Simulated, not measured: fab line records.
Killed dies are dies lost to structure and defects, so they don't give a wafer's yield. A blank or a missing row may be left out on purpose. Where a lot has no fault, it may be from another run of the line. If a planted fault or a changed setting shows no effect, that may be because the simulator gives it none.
fab line records	flow nand_harc
record: lots: 24	wafers: 72	last_day: 25
route steps=1159 shown P_BONDPAD@365 A_CHANNEL_HOLE_D1@468 A_CHANNEL_FILL_D1@509 A_STAIRCASE@519
lots that met no fault: taken from a fault-free run of the same line
start_h: hours from the record's first day to the start of the lot's first wafer shown	wait_h: hours since the lot's step before	" same as the row above	L1.1+2: several wafers, shown together as one row	- no value, or no start was given	* or withheld: withheld	< > ~ a bound
route shown NAME@n: a module of which the file shows steps, and the number in the route of the first	usual: mean/standard deviation of fault-free wafers	same: alike in all rows	chamber/n: place in a boat	sites: the reading at each site	_std_site: the values' standard deviation	_edge_site: mean of outer sites minus mean of inner sites	radius_mm: how far each site lies from the wafer's centre	mask NAME#n: copy n	behind: the last tool/chamber to shape the wafer	hold: what put the lot on hold/how long, in hours/how the hold closed	device: transistor that didn't switch, given as n, p or np	end of line: the same wafers' tests at the end of the route	where a step has no rows: the recipe by itself	killed: at the first sort, the dies lost to defects and structure; wafer yield is something else	map: the dies of a wafer, with x for killed, . for not killed, _ for no die there
set.NAME: the run value of the setting; set.NAME@STEP: its run value at that earlier step	model.NAME: the simulator's own value behind a step, which no gauge read
route steps across a sampled set of lots; one table per step, one row per wafer
services: from which hour (start_h, from the record's first day; less than 0 if before it) a tool's chamber was out of use, for how many hours, and why
== steps ==
step: NHARC_P_BONDPAD_OVL_MEAS_38
usual: overlay_x_nm: -3/5.6	overlay_y_nm: 2/5.2
lot.wafer	tool	chamber	start_h	wait_h	overlay_x_nm	overlay_y_nm
L075.1	overlay-01	-	137.61	-	4	0
L075.2	"	-	"	"	3	-1
L075.3	"	-	"	"	4	-2
L074.1	overlay-01	-	138.26	-	1	4
L074.2	"	-	"	"	0	4
L074.3	"	-	"	"	0	4
L077.1	overlay-02	-	141.46	-	5	-5
L077.3	"	-	"	"	5	-5
L077.6	"	-	"	"	5	-5
L076.1	overlay-02	-	146.26	-	-11	-4
L076.4	"	-	"	"	-11	-4
L076.6	"	-	"	"	-10	-4
L078.1	overlay-02	-	151.75	-	-4	9
L078.3	"	-	"	"	-4	8
L078.6	"	-	"	"	-4	9
L079.1	overlay-02	-	152.53	-	-15	-7
L079.2	"	-	"	"	-15	-7
L079.6	"	-	"	"	-15	-7
L082.1	overlay-02	-	174.33	-	3	-4
L082.3	"	-	"	"	3	-4
L082.5	"	-	"	"	3	-4
L081.2	overlay-02	-	175.02	-	-6	6
L081.3	"	-	"	"	-6	5
L081.4	"	-	"	"	-6	5
L080.1	overlay-01	-	175.51	-	-5	3
L080.3	"	-	"	"	-5	2
L080.4	"	-	"	"	-5	2
L083.1	overlay-01	-	183.80	-	-11	-1
L083.3	"	-	"	"	-11	0
L083.4	"	-	"	"	-11	0
L084.2	overlay-01	-	192.55	-	-2	3
L084.3	"	-	"	"	-3	4
L084.4	"	-	"	"	-3	4
L086.3	overlay-02	-	203.60	-	-3	-3
L086.4	"	-	"	"	-3	-2
L086.6	"	-	"	"	-3	-3
L085.1	overlay-01	-	204.94	-	-2	3
L085.3	"	-	"	"	-2	3
L085.4	"	-	"	"	-2	3
L089.3	overlay-02	-	206.66	-	8	2
L089.5	"	-	"	"	7	2
L089.6	"	-	"	"	7	2
L087.4	overlay-02	-	210.08	-	1	-1
L087.5	"	-	"	"	1	-1
L087.6	"	-	"	"	1	-1
L088.1	overlay-02	-	216.18	-	-9	4
L088.2	"	-	"	"	-9	3
L088.4	"	-	"	"	-9	3
L090.2	overlay-02	-	230.87	-	-3	3
L090.5	"	-	"	"	-3	3
L090.6	"	-	"	"	-2	2
L091.2	overlay-02	-	231.40	-	5	11
L091.3	"	-	"	"	4	11
L091.4	"	-	"	"	4	11
L092.2	overlay-02	-	237.51	-	-1	8
L092.5	"	-	"	"	-1	9
L092.6	"	-	"	"	-1	8
L093.2	overlay-02	-	242.11	-	-11	4
L093.3	"	-	"	"	-11	5
L093.6	"	-	"	"	-11	4
L094.2	overlay-01	-	243.58	-	-8	4
L094.3	"	-	"	"	-7	5
L094.5	"	-	"	"	-8	5
L095.1	overlay-02	-	254.62	-	-2	1
L095.2	"	-	"	"	-2	1
L095.4	"	-	"	"	-2	1
L096.4	overlay-01	-	259.05	-	1	-2
L096.5	"	-	"	"	1	-2
L096.6	"	-	"	"	1	-2
L097.1	overlay-01	-	266.62	-	-4	15
L097.2	"	-	"	"	-4	15
L097.5	"	-	"	"	-4	15
step: NHARC_A_CHANNEL_HOLE_D1_ETCH_34
recipe: target_depth_a: 1540	time_s: 77	cf4_flow_sccm: 100	chf3_flow_sccm: 30	ar_flow_sccm: 0	rf_w: 500	bias_w: 200	chemistry: CF4/CHF3
usual: drypump_motor_current_A: 5.7/0.54	oes_product_au: 0.940/0.022	rf_vpp_V: 370.4/2.7	showerhead_plenum_p_Torr: 1.57/0.076	throttle_valve_pct: 16.803/0.0087
lot.wafer	tool	chamber	start_h	wait_h	drypump_motor_current_A	oes_product_au	rf_hours_counter_h	rf_vpp_V	showerhead_plenum_p_Torr	throttle_valve_pct
L074.3	rie_diel-01	3	-	-	5.1	0.983	2	371.8	1.62	16.812
L074.1	"	0	"	"	5.9	0.959	3	367.1	1.47	16.800
L074.2	"	2	"	"	6.5	0.962	2	368.6	1.52	16.787
L075.3	rie_diel-09	0	-	-	5.1	0.930	8	368.5	1.48	16.805
L075.1	"	1	"	"	5.1	0.929	8	372.1	1.59	16.803
L075.2	"	2	"	"	5.3	0.917	8	367.3	1.48	16.795
L077.3	rie_diel-01	1	-	-	5.7	0.972	3	368.4	1.49	16.805
L077.1	"	2	"	"	6.6	0.971	3	368.9	1.52	16.804
L077.6	"	3	"	"	5.1	0.958	-	372.2	1.62	16.816
L076.1	rie_diel-08	0	-	-	6.4	0.919	3	373.5	1.64	16.799
L076.4	"	2	"	"	5.6	0.921	3	372.6	1.64	16.805
L076.6	"	3	"	"	5.7	0.920	-	366.9	1.49	16.795
L079.2	rie_diel-09	3	-	-	5.3	0.916	9	375.5	1.68	16.796
L079.1	"	2	"	"	5.3	0.927	9	368.1	1.48	16.796
L079.6	"	0	"	"	5.1	0.926	-	368.3	1.48	16.797
L078.3	rie_diel-01	3	-	-	5.1	0.924	4	373.3	1.62	16.807
L078.1	"	0	"	"	5.8	0.907	5	367.2	1.47	16.807
L078.6	"	0	"	"	5.9	0.908	-	367.4	1.47	16.790
L081.2	rie_diel-08	3	218.10	0.4	5.6	0.925	4	368.8	1.49	16.785
L081.3	"	1	"	"	6.7	0.932	5	372.4	1.65	16.804
L081.4	"	1	"	"	6.7	0.924	-	373.2	1.65	16.805
L082.3	rie_diel-09	2	-	-	5.3	0.977	11	367.7	1.48	16.797
L082.1	"	1	"	"	5.1	0.957	11	370.0	1.58	16.808
L082.5	"	2	"	"	5.3	0.969	-	366.5	1.48	16.797
L080.1	rie_diel-09	0	-	-	5.1	0.988	10	366.7	1.48	16.830
L080.4	"	1	"	"	5.0	0.978	11	370.7	1.58	16.811
L080.3	"	3	"	"	5.3	0.948	11	374.2	1.68	16.807
L083.4	rie_diel-09	1	-	-	5.1	0.969	12	372.2	1.58	16.791
L083.1	"	3	"	"	5.3	0.949	12	372.5	1.68	16.809
L083.3	"	0	"	"	5.1	0.969	11	366.5	1.48	16.795
L084.3	rie_diel-08	2	-	-	5.7	0.921	6	373.1	1.63	16.809
L084.4	"	3	"	"	5.6	0.928	5	366.9	1.49	16.796
L084.2	"	0	"	"	6.4	0.922	4	372.8	1.64	16.800
L085.3	rie_diel-01	2	-	-	6.5	0.949	6	369.4	1.52	16.805
L085.4	"	3	"	"	5.1	0.961	7	372.3	1.62	16.820
L085.1	"	0	"	"	5.9	0.958	8	368.0	1.47	16.808
L089.3	rie_diel-09	2	-	-	5.3	0.921	13	366.8	1.48	16.811
L089.6	"	1	"	"	5.1	0.920	-	371.8	1.58	16.807
L089.5	"	2	"	"	5.3	0.921	-	367.6	1.48	16.801
L086.4	rie_diel-08	2	-	-	5.7	0.926	7	372.1	1.63	16.799
L086.3	"	1	"	"	6.7	0.945	7	374.4	1.65	16.798
L086.6	"	3	"	"	5.6	0.929	-	367.3	1.49	16.795
L087.4	rie_diel-08	2	-	-	5.6	0.939	8	371.4	1.63	16.790
L087.5	"	1	"	"	6.6	0.953	-	372.0	1.65	16.799
L087.6	"	2	"	"	5.7	0.937	-	371.6	1.63	16.808
L088.2	rie_diel-08	3	-	-	5.6	0.921	8	369.0	1.49	16.794
L088.4	"	1	"	"	6.6	0.934	8	373.4	1.65	16.801
L088.1	"	2	"	"	5.7	0.927	9	373.0	1.63	16.804
L091.4	rie_diel-08	2	-	-	5.6	0.915	10	373.1	1.63	16.809
L091.3	"	3	"	"	5.6	0.936	9	368.7	1.49	16.790
L091.2	"	0	"	"	6.4	0.927	7	373.2	1.64	16.790
L090.2	rie_diel-09	3	-	-	5.3	0.959	1	374.5	1.67	16.807
L090.5	"	1	"	"	5.1	0.975	-	371.1	1.58	16.798
L090.6	"	2	"	"	5.3	0.959	-	367.0	1.48	16.789
L093.2	rie_diel-08	3	-	-	5.6	0.933	10	368.6	1.49	16.815
L093.3	"	2	"	"	5.7	0.921	10	371.8	1.63	16.812
L093.6	"	3	"	"	5.6	0.934	-	367.9	1.49	16.812
L092.2	rie_diel-09	0	-	-	5.1	0.969	2	367.9	1.48	16.799
L092.6	"	2	"	"	5.3	0.977	-	366.5	1.48	16.807
L092.5	"	3	"	"	5.3	0.960	-	373.6	1.67	16.805
L094.2	rie_diel-01	3	-	-	5.1	0.930	10	371.3	1.62	16.820
L094.3	"	2	"	"	6.5	0.924	10	368.1	1.52	16.810
L094.5	"	0	"	"	5.9	0.913	-	366.8	1.47	16.816
L095.1	rie_diel-08	1	-	-	6.6	0.926	10	371.9	1.65	16.792
L095.2	"	2	"	"	5.6	0.926	11	371.4	1.63	16.801
L095.4	"	0	"	"	6.4	0.925	9	373.8	1.64	16.796
L096.4	rie_diel-01	1	-	-	5.7	0.927	11	368.8	1.49	16.798
L096.5	"	2	"	"	6.5	0.916	-	367.8	1.52	16.804
L096.6	"	3	"	"	5.1	0.935	-	373.5	1.62	16.804
L097.1	rie_diel-09	2	-	-	5.3	0.928	3	368.7	1.48	16.804
L097.2	"	0	"	"	5.1	0.937	3	366.6	1.48	16.796
L097.5	"	1	"	"	5.1	0.933	-	372.1	1.58	16.805
step: NHARC_A_CHANNEL_HOLE_D1_ETCH_26
recipe: bias_v: 300	source_w: 2000	pressure_mtorr: 30	time_s: 224.1	ar_flow_sccm: 375	c4f8_flow_sccm: 11.4	o2_flow_sccm: 113.6	temp_c: -20	target_depth_a: 3000	chemistry: C4F8/O2/Ar
usual: drypump_motor_current_A: 5.5/0.43	showerhead_plenum_p_Torr: 3.82/0.09	temp_c: -20.00/0.11	throttle_valve_pct: 24.583/0.0092
lot.wafer	tool	chamber	start_h	wait_h	drypump_motor_current_A	rf_hours_counter_h	showerhead_plenum_p_Torr	temp_c	throttle_valve_pct
L074.2	har_etch-02	1	189.28	0.7	6.2	107	3.84	-19.91	24.590
L074.1	"	0	"	"	5.7	107	3.93	-19.92	24.571
L074.3	"	1	"	"	6.1	-	3.84	-19.89	24.592
L075.1	har_etch-01	1	190.45	0.7	5.4	191	3.69	-19.92	24.586
L075.2	"	0	"	"	5.0	191	3.88	-20.14	24.579
L075.3	"	0	"	"	5.0	-	3.88	-20.27	24.576
L077.1	har_etch-02	0	193.47	0.7	5.7	111	3.93	-20.07	24.576
L077.3	"	0	"	"	5.6	-	3.93	-20.15	24.582
L077.6	"	1	"	"	6.1	-	3.84	-20.05	24.574
L076.1	har_etch-01	0	197.99	0.7	5.0	198	3.87	-20.03	24.574
L076.4	"	0	"	"	5.0	-	3.87	-19.97	24.587
L076.6	"	1	"	"	5.4	-	3.68	-20.02	24.571
L079.1	har_etch-02	1	199.57	0.7	6.2	117	3.84	-19.96	24.596
L079.2	"	0	"	"	5.7	117	3.92	-19.86	24.595
L079.6	"	1	"	"	6.1	-	3.84	-20.04	24.586
L078.1	har_etch-01	0	202.17	0.6	5.0	202	3.87	-20.16	24.590
L078.3	"	0	"	"	5.0	-	3.87	-19.92	24.592
L078.6	"	0	"	"	5.0	-	3.87	-20.01	24.575
L081.2	har_etch-01	1	222.77	0.7	5.4	207	3.68	-20.11	24.585
L081.3	"	1	"	"	5.4	-	3.68	-20.20	24.588
L081.4	"	0	"	"	5.0	-	3.87	-19.91	24.618
L080.1	har_etch-01	0	227.43	0.6	5.0	211	3.87	-20.14	24.585
L080.4	"	1	"	"	5.3	-	3.68	-19.98	24.563
L080.3	"	0	"	"	5.0	-	3.87	-20.06	24.591
L083.1	har_etch-01	1	233.24	0.7	5.4	217	3.67	-20.17	24.601
L083.3	"	1	"	"	5.4	-	3.67	-20.05	24.586
L083.4	"	0	"	"	5.0	-	3.86	-19.92	24.588
L082.1	har_etch-02	0	235.45	0.7	5.7	122	3.92	-20.13	24.595
L082.3	"	0	"	"	5.7	-	3.92	-20.09	24.582
L082.5	"	1	"	"	6.1	-	3.83	-20.15	24.592
L084.2	har_etch-01	0	240.56	0.7	5.0	221	3.86	-19.95	24.578
L084.4	"	0	"	"	5.0	-	3.86	-20.04	24.583
L084.3	"	1	"	"	5.4	-	3.67	-19.97	24.585
L085.1	har_etch-01	0	256.60	0.7	5.0	228	3.86	-20.02	24.579
L085.4	"	0	"	"	5.0	-	3.86	-20.03	24.571
L085.3	"	1	"	"	5.4	-	3.67	-19.93	24.583
L089.3	har_etch-02	0	257.38	0.5	5.6	-	3.91	-20.16	24.571
L089.6	"	0	"	"	5.7	-	3.91	-20.03	24.569
L089.5	"	1	"	"	6.1	-	3.83	-19.99	24.570
L086.3	har_etch-01	1	260.82	0.5	5.3	-	3.67	-19.90	24.581
L086.4	"	0	"	"	5.0	-	3.85	-20.05	24.582
L086.6	"	0	"	"	5.0	-	3.85	-20.12	24.579
L087.4	har_etch-02	0	261.58	0.4	5.7	-	3.91	-19.82	24.587
L087.6	"	1	"	"	6.1	-	3.83	-19.92	24.576
L087.5	"	0	"	"	5.7	-	3.91	-19.95	24.593
L088.2	har_etch-02	0	269.46	0.7	5.7	140	3.91	-19.84	24.591
L088.1	"	1	"	"	6.2	140	3.82	-19.82	24.589
L088.4	"	0	"	"	5.7	-	3.91	-19.80	24.575
L091.2	har_etch-02	0	281.51	0.7	5.7	144	3.91	-20.02	24.584
L091.4	"	0	"	"	5.7	-	3.91	-20.03	24.589
L091.3	"	1	"	"	6.2	-	3.82	-20.09	24.593
L090.2	har_etch-01	0	281.88	0.6	5.0	240	3.85	-19.97	24.575
L090.5	"	1	"	"	5.4	-	3.66	-19.96	24.566
L090.6	"	0	"	"	5.0	-	3.85	-20.07	24.582
L093.2	har_etch-02	1	289.54	0.7	6.1	151	3.82	-20.19	24.581
L093.3	"	1	"	"	6.1	-	3.82	-20.05	24.580
L093.6	"	1	"	"	6.1	-	3.82	-19.96	24.582
L092.2	har_etch-01	0	289.88	0.7	5.0	247	3.84	-20.08	24.578
L092.5	"	0	"	"	5.0	-	3.85	-19.98	24.577
L092.6	"	1	"	"	5.4	-	3.66	-19.87	24.600
L094.2	har_etch-02	0	293.73	0.7	5.7	155	3.90	-20.16	24.577
L094.3	"	0	"	"	5.7	-	3.90	-20.03	24.583
L094.5	"	1	"	"	6.2	-	3.81	-19.85	24.578
L095.1	har_etch-01	0	304.31	0.7	5.0	252	3.84	-19.94	24.585
L095.2	"	1	"	"	5.4	252	3.65	-20.04	24.565
L095.4	"	0	"	"	5.0	-	3.84	-20.14	24.569
L096.4	har_etch-02	0	304.71	0.4	5.7	-	3.90	-19.99	24.575
L096.5	"	1	"	"	6.2	-	3.81	-20.26	24.582
L096.6	"	0	"	"	5.7	-	3.90	-20.01	24.575
L097.2	har_etch-02	1	317.25	0.7	6.2	165	3.81	-19.94	24.580
L097.1	"	0	"	"	5.7	165	3.89	-19.93	24.587
L097.5	"	1	"	"	6.2	-	3.81	-20.17	24.588
step: NHARC_A_CHANNEL_FILL_D1_STRIP_29
recipe: time_s: 20	o2_flow_sccm: 500	ar_flow_sccm: 0	bias_w: 0	chemistry: O2
usual: drypump_motor_current_A: 5.9/0.6	oes_product_au: 0.999/0.01	rf_vpp_V: 57.6/0.84	showerhead_plenum_p_Torr: 3.45/0.13	throttle_valve_pct: 17.037/0.0095
lot.wafer	tool	chamber	start_h	wait_h	drypump_motor_current_A	oes_product_au	rf_hours_counter_h	rf_vpp_V	showerhead_plenum_p_Torr	throttle_valve_pct
L074.1	rie_diel-06	1	-	-	4.8	0.997	7	58.1	3.31	17.052
L074.2	"	2	"	"	6.0	0.981	6	58.0	3.31	17.031
L074.3	"	0	"	"	5.5	1.007	6	56.5	3.53	17.038
L075.3	rie_diel-03	0	-	-	5.6	1.000	1	57.6	3.55	17.047
L075.1	"	1	"	"	6.4	1.008	1	56.6	3.32	17.048
L075.2	"	3	"	"	5.3	1.020	1	57.8	3.28	17.023
L077.1	rie_diel-06	2	-	-	6.1	0.997	6	57.3	3.31	17.026
L077.3	"	3	"	"	5.8	1.004	6	58.0	3.64	17.057
L077.6	"	1	"	"	4.8	1.006	-	56.2	3.31	17.026
L076.4	rie_diel-12	1	-	-	6.0	1.006	1	56.8	3.54	17.044
L076.1	"	2	"	"	6.7	0.976	1	57.9	3.48	17.049
L076.6	"	1	"	"	6.0	0.995	-	57.6	3.54	17.032
L079.1	rie_diel-12	2	-	-	6.6	0.991	1	57.2	3.48	17.030
L079.2	"	3	"	"	5.3	1.004	1	57.7	3.41	17.057
L079.6	"	2	"	"	6.6	0.997	-	56.2	3.48	17.042
L078.1	rie_diel-12	2	-	-	6.6	0.977	1	58.9	3.48	17.035
L078.3	"	1	"	"	6.0	0.998	1	59.3	3.54	17.037
L078.6	"	2	"	"	6.6	0.980	-	58.2	3.48	17.030
L081.3	rie_diel-06	3	-	-	5.8	1.008	1	56.4	3.64	17.023
L081.4	"	1	"	"	4.8	1.000	1	55.6	3.31	17.026
L081.2	"	2	"	"	6.0	1.004	1	57.5	3.31	17.023
L083.3	rie_diel-06	2	-	-	6.0	0.996	1	57.9	3.31	17.030
L083.1	"	0	"	"	5.5	1.015	1	58.2	3.53	17.029
L083.4	"	1	"	"	4.8	0.993	1	57.0	3.31	17.021
L080.4	rie_diel-03	0	-	-	5.5	1.010	7	58.7	3.54	17.047
L080.1	"	2	"	"	5.7	1.005	8	58.5	3.74	17.036
L080.3	"	3	"	"	5.3	1.014	7	57.3	3.28	17.044
L082.1	rie_diel-12	2	-	-	6.6	0.980	2	56.5	3.48	17.037
L082.3	"	0	"	"	6.7	0.991	2	58.1	3.35	17.034
L082.5	"	1	"	"	6.1	0.990	-	57.3	3.54	17.048
L084.2	rie_diel-12	1	284.40	0.1	6.1	0.992	2	57.8	3.54	17.038
L084.3	"	2	"	"	6.6	0.983	2	58.3	3.48	17.043
L084.4	"	3	"	"	5.3	0.995	2	58.0	3.41	17.031
L085.4	rie_diel-12	0	-	-	6.7	0.992	2	57.1	3.35	17.040
L085.3	"	1	"	"	6.0	0.992	2	58.3	3.54	17.029
L085.1	"	2	"	"	6.6	0.992	2	59.6	3.48	17.044
L089.3	rie_diel-03	2	-	-	5.7	1.002	11	57.9	3.74	17.026
L089.6	"	2	"	"	5.8	1.006	-	57.0	3.74	17.054
L089.5	"	3	"	"	5.3	1.000	-	56.8	3.28	17.023
L087.4	rie_diel-12	2	-	-	6.6	0.989	2	58.0	3.48	17.049
L087.6	"	3	"	"	5.3	0.990	-	56.5	3.41	17.052
L087.5	"	0	"	"	6.7	0.993	-	57.9	3.35	17.036
L086.4	rie_diel-06	3	-	-	5.8	1.015	2	57.7	3.64	17.029
L086.3	"	0	"	"	5.5	1.005	2	58.8	3.53	17.028
L086.6	"	2	"	"	6.0	0.992	-	57.0	3.31	17.040
L088.1	rie_diel-12	2	-	-	6.6	0.994	3	57.2	3.48	17.039
L088.2	"	3	"	"	5.3	0.991	2	57.0	3.41	17.034
L088.4	"	0	"	"	6.7	1.003	2	58.3	3.35	17.035
L091.2	rie_diel-06	2	-	-	6.1	0.997	3	57.8	3.31	17.045
L091.3	"	3	"	"	5.8	1.022	2	58.7	3.64	17.043
L091.4	"	0	"	"	5.5	1.019	2	57.8	3.53	17.031
L090.2	rie_diel-06	0	-	-	5.5	1.019	2	57.6	3.53	17.035
L090.5	"	0	"	"	5.5	1.018	-	57.5	3.53	17.031
L090.6	"	1	"	"	4.8	1.001	-	56.4	3.31	17.030
L093.2	rie_diel-12	0	-	-	6.7	1.001	3	56.4	3.35	17.046
L093.3	"	2	"	"	6.6	0.984	3	58.2	3.48	17.046
L093.6	"	0	"	"	6.7	1.000	-	56.5	3.35	17.057
L092.2	rie_diel-06	1	-	-	4.8	1.007	3	58.8	3.31	17.040
L092.6	"	1	"	"	4.8	0.988	-	57.7	3.31	17.039
L092.5	"	2	"	"	6.0	0.988	-	57.4	3.31	17.040
L094.3	rie_diel-06	3	-	-	5.8	1.016	3	58.0	3.64	17.034
L094.2	"	0	"	"	5.5	1.021	3	59.0	3.53	17.030
L094.5	"	0	"	"	5.5	1.012	-	57.3	3.53	17.042
L095.1	rie_diel-12	3	-	-	5.3	0.985	3	57.1	3.41	17.036
L095.2	"	0	"	"	6.7	1.002	3	55.6	3.35	17.049
L095.4	"	1	"	"	6.0	0.980	3	57.6	3.54	17.035
L096.4	rie_diel-03	0	-	-	5.6	0.994	21	59.4	3.54	17.028
L096.6	"	2	"	"	5.7	0.999	-	58.1	3.73	17.038
L096.5	"	3	"	"	5.3	1.008	-	57.5	3.27	17.036
L097.1	rie_diel-12	2	361.03	0.2	6.7	0.988	4	56.9	3.48	17.033
L097.2	"	0	"	"	6.7	1.000	3	58.1	3.35	17.035
L097.5	"	2	"	"	6.7	0.993	-	57.5	3.48	17.030
step: NHARC_A_CHANNEL_FILL_D1_RTA_24
recipe: temp_c: 1000	time_s: 5
usual: lamp_power_pct: 28.87/0.18	wafer_temp_C_max: 1005.3/1.2
lot.wafer	tool	chamber	start_h	wait_h	lamp_power_pct	wafer_temp_C_max
L074.1	rtp_anneal-02	0	240.00	0.0	28.72	1007.0
L074.2	"	0	"	"	28.69	1006.2
L074.3	"	0	"	"	28.73	1005.5
L075.1	rtp_anneal-02	0	242.48	0.0	28.69	1006.2
L075.2	"	0	"	"	28.72	1007.2
L075.3	"	0	"	"	28.71	1006.3
L077.1	rtp_anneal-02	0	245.20	0.0	28.66	1004.8
L077.3	"	0	"	"	28.68	1007.1
L077.6	"	0	"	"	28.71	1006.8
L076.1	rtp_anneal-02	0	247.96	0.0	28.73	1006.6
L076.4	"	0	"	"	28.66	1005.6
L076.6	"	0	"	"	28.69	1005.1
L079.1	rtp_anneal-01	0	247.96	0.0	29.07	1004.2
L079.2	"	0	"	"	29.05	1004.6
L079.6	"	0	"	"	29.04	1004.7
L078.1	rtp_anneal-01	0	253.65	0.0	29.03	1004.0
L078.3	"	0	"	"	29.03	1006.0
L078.6	"	0	"	"	29.06	1004.3
L081.2	rtp_anneal-02	0	273.81	0.1	28.71	1007.7
L081.3	"	0	"	"	28.76	1005.1
L081.4	"	0	"	"	28.71	1005.4
L083.1	rtp_anneal-01	0	281.80	0.0	29.05	1005.4
L083.3	"	0	"	"	29.09	1003.8
L083.4	"	0	"	"	29.12	1004.5
L080.1	rtp_anneal-01	0	281.97	0.0	29.03	1004.4
L080.3	"	0	"	"	29.07	1003.8
L080.4	"	0	"	"	29.09	1005.1
L082.1	rtp_anneal-01	0	286.07	0.0	29.03	1004.5
L082.3	"	0	"	"	28.95	1005.0
L082.5	"	0	"	"	29.03	1004.1
L084.2	rtp_anneal-02	0	290.60	0.1	28.66	1007.2
L084.3	"	0	"	"	28.70	1005.4
L084.4	"	0	"	"	28.74	1008.1
L089.3	rtp_anneal-01	0	307.60	0.6	28.99	1005.0
L089.5	"	0	"	"	29.07	1004.6
L089.6	"	0	"	"	29.09	1004.0
L085.1	rtp_anneal-01	0	307.72	0.7	29.07	1004.6
L085.3	"	0	"	"	29.11	1003.3
L085.4	"	0	"	"	29.07	1003.8
L087.4	rtp_anneal-01	0	311.07	0.1	29.08	1003.9
L087.5	"	0	"	"	29.06	1003.3
L087.6	"	0	"	"	29.05	1004.2
L086.3	rtp_anneal-01	0	311.21	0.3	29.07	1003.5
L086.4	"	0	"	"	29.07	1004.9
L086.6	"	0	"	"	29.00	1003.3
L088.1	rtp_anneal-02	0	322.06	0.0	28.70	1005.7
L088.2	"	0	"	"	28.69	1004.6
L088.4	"	0	"	"	28.72	1005.9
L091.2	rtp_anneal-02	0	334.92	0.1	28.69	1006.1
L091.3	"	0	"	"	28.71	1005.1
L091.4	"	0	"	"	28.63	1007.6
L090.2	rtp_anneal-02	0	338.69	0.1	28.67	1006.5
L090.5	"	0	"	"	28.69	1005.5
L090.6	"	0	"	"	28.67	1004.4
L093.2	rtp_anneal-02	0	342.33	0.1	28.71	1007.8
L093.3	"	0	"	"	28.67	1007.0
L093.6	"	0	"	"	28.71	1004.4
L094.2	rtp_anneal-01	0	345.78	0.1	29.09	1004.9
L094.3	"	0	"	"	29.08	1004.2
L094.5	"	0	"	"	29.07	1004.6
L092.2	rtp_anneal-01	0	345.95	0.2	29.05	1004.8
L092.5	"	0	"	"	29.03	1004.7
L092.6	"	0	"	"	28.96	1003.9
L095.1	rtp_anneal-02	0	355.95	0.0	28.68	1004.9
L095.2	"	0	"	"	28.74	1006.0
L095.4	"	0	"	"	28.68	1004.8
L096.4	rtp_anneal-01	0	356.03	0.1	29.07	1004.8
L096.5	"	0	"	"	29.02	1004.6
L096.6	"	0	"	"	29.06	1004.0
L097.1	rtp_anneal-02	0	367.13	0.0	28.72	1005.7
L097.2	"	0	"	"	28.69	1007.1
L097.5	"	0	"	"	28.67	1005.0
step: NHARC_A_STAIRCASE_DEP_156
recipe: target_thk_a: 500	temp_c: 400	target_thk_nm: 50	flow_sccm: 200	rf_w: 450	material: SiNx
usual: heater_power_w: 733/95	showerhead_vpp_V: 1265/40
lot.wafer	tool	chamber	start_h	wait_h	heater_power_w	showerhead_vpp_V
L074.1	pecvd-04	1	240.37	0.2	685	1281
L074.3	"	2	"	"	854	1305
L074.2	"	0	"	"	642	1237
L075.2	pecvd-02	0	242.78	0.1	946	1187
L075.1	"	1	"	"	689	1238
L075.3	"	2	"	"	732	1327
L077.3	pecvd-04	2	245.52	0.1	820	1287
L077.1	"	0	"	"	628	1254
L077.6	"	1	"	"	702	1263
L076.1	pecvd-04	2	248.64	0.5	735	1304
L076.4	"	0	"	"	659	1231
L076.6	"	1	"	"	643	1251
L079.1	pecvd-04	2	248.79	0.6	755	1288
L079.2	"	0	"	"	647	1235
L079.6	"	0	"	"	615	1236
L078.1	pecvd-04	1	253.94	0.1	620	1270
L078.3	"	2	"	"	878	1317
L078.6	"	0	"	"	596	1232
L081.2	pecvd-04	2	274.08	0.1	827	1314
L081.3	"	0	"	"	569	1238
L081.4	"	0	"	"	578	1242
L083.3	pecvd-02	0	282.07	0.1	837	1189
L083.1	"	1	"	"	685	1220
L083.4	"	1	"	"	688	1250
L080.3	pecvd-04	2	282.27	0.1	800	1291
L080.1	"	0	"	"	634	1244
L080.4	"	0	"	"	640	1248
L082.1	pecvd-04	0	286.37	0.1	522	1202
L082.3	"	1	"	"	729	1302
L082.5	"	2	"	"	864	1281
L084.2	pecvd-01	2	290.88	0.1	712	1255
L084.3	"	1	"	"	895	1227
L084.4	"	2	"	"	752	1265
L085.3	pecvd-04	1	308.10	0.2	734	1254
L085.1	"	0	"	"	655	1237
L085.4	"	1	"	"	724	1265
L089.3	pecvd-01	1	308.14	0.4	770	1229
L089.5	"	0	"	"	769	1333
L089.6	"	1	"	"	773	1220
L087.5	pecvd-01	2	311.34	0.2	733	1278
L087.4	"	0	"	"	651	1324
L087.6	"	1	"	"	829	1216
L086.3	pecvd-01	0	311.42	0.1	745	1323
L086.6	"	0	"	"	737	1315
L086.4	"	2	"	"	757	1261
L088.1	pecvd-04	1	322.32	0.1	723	1283
L088.2	"	0	"	"	576	1245
L088.4	"	0	"	"	557	1236
L091.3	pecvd-04	2	335.15	0.1	700	1294
L091.2	"	1	"	"	678	1245
L091.4	"	2	"	"	700	1293
L090.2	pecvd-04	0	339.44	0.6	620	1220
L090.6	"	0	"	"	619	1254
L090.5	"	2	"	"	797	1314
L093.3	pecvd-04	0	342.64	0.1	639	1224
L093.2	"	2	"	"	736	1298
L093.6	"	0	"	"	626	1249
L094.3	pecvd-01	1	346.04	0.1	772	1207
L094.2	"	2	"	"	738	1251
L094.5	"	1	"	"	775	1204
L092.2	pecvd-04	1	346.31	0.2	630	1271
L092.6	"	1	"	"	617	1242
L092.5	"	2	"	"	843	1308
L095.1	pecvd-01	1	356.22	0.1	837	1222
L095.2	"	2	"	"	739	1258
L095.4	"	1	"	"	861	1207
L096.4	pecvd-02	1	356.30	0.2	801	1253
L096.5	"	2	"	"	797	1331
L096.6	"	0	"	"	935	1159
L097.2	pecvd-01	1	367.44	0.1	892	1216
L097.1	"	2	"	"	756	1267
L097.5	"	2	"	"	768	1282
== services ==
tool	chamber	start_h	hours	kind
pecvd-04	-	161.75	0.4	repair
pecvd-01	-	162.00	1.1	repair
rie_diel-12	0	181.73	5.8	repair
rie_diel-09	3	190.42	2.4	repair
rie_diel-08	0	193.41	4.6	repair
pecvd-04	-	195.70	13.0	pm
rie_diel-08	0	199.38	19.4	repair
rie_diel-12	-	202.40	9.0	pm
rie_diel-08	3	216.15	1.7	repair
rie_diel-06	-	241.20	9.0	pm
rie_diel-09	2	241.72	6.3	repair
rie_diel-09	-	254.11	9.0	pm
rie_diel-12	0	281.45	2.9	repair
rie_diel-08	0	291.70	6.6	repair
rtp_anneal-02	-	300.01	12.0	pm
rie_diel-08	-	301.80	9.0	pm
har_etch-01	-	305.00	17.0	pm
rie_diel-06	2	314.13	2.0	repair
rie_diel-08	3	330.88	2.4	repair
rie_diel-09	2	337.51	2.6	repair
rie_diel-06	0	347.54	28.0	repair
rie_diel-12	3	357.84	4.8	repair
rie_diel-06	2	359.52	9.2	repair
pecvd-04	-	366.98	0.5	repair
== key ==
fault none
